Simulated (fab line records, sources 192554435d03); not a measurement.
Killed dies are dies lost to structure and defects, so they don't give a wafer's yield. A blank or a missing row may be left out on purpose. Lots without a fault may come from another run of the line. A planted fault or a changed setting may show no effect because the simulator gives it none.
Chamber matching | flow n5_finfet | N5_BEOL_M11_STRIP_19 on rie_diel-04: 4 sister chambers
The step strips in O2. 4 wafers are shown with their chamber, then 12 later ones without.

WAFERS WITH THEIR CHAMBER
wafer  | chamber | showerhead_plenum_p_Torr (Torr)
L082.2 | 2       | 1.99
L090.4 | 3       | 2.01
L090.5 | 1       | 2.12
L090.6 | 0       | 2.04

WAFERS WITHOUT THEIR CHAMBER
wafer  | showerhead_plenum_p_Torr (Torr)
L094.1 | 2.01
L094.2 | 2.11
L094.3 | 2.03
L094.4 | 2.24
L094.5 | 2.12
L094.6 | 2.03
L097.1 | 2.11
L097.2 | 2.24
L097.3 | 2.01
L097.4 | 2.03
L097.5 | 2.01
L097.6 | 2.03

WHICH CHAMBER EACH WENT THROUGH
wafer  | from the rows above               | in truth
L094.1 | can't be placed: 3 or 2 or 0      | 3
L094.2 | can't be placed: 1 or 0 or 3      | 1
L094.3 | can't be placed: 0 or 3 or 2 or 1 | 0
L094.4 | can't be placed: 1 or 0           | 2
L094.5 | can't be placed: 1 or 0           | 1
L094.6 | can't be placed: 0 or 3 or 2 or 1 | 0
L097.1 | can't be placed: 1 or 0 or 3      | 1
L097.2 | can't be placed: 1 or 0           | 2
L097.3 | can't be placed: 3 or 2 or 0      | 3
L097.4 | can't be placed: 0 or 3 or 2 or 1 | 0
L097.5 | can't be placed: 3 or 2 or 0      | 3
L097.6 | can't be placed: 0 or 3 or 2 or 1 | 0
Placed correctly: 0 of 12. Can't be placed from these rows: 12 (the true chamber is among the candidates in 10). Placed wrongly: 0.
How it was worked out, from the rows above alone: a wafer's distance from a chamber is the root of the sum, over the readings, of the square of ((its reading less the chamber's mean) divided by the reading's scatter). The wafer belongs to the nearest chamber; if the next one is less than 2 further off, it can't be placed. A chamber's mean is the mean of its shown wafers. The scatter: with one shown wafer a chamber, the root of the mean of the squares of how far each hidden wafer lies from its nearest shown one.
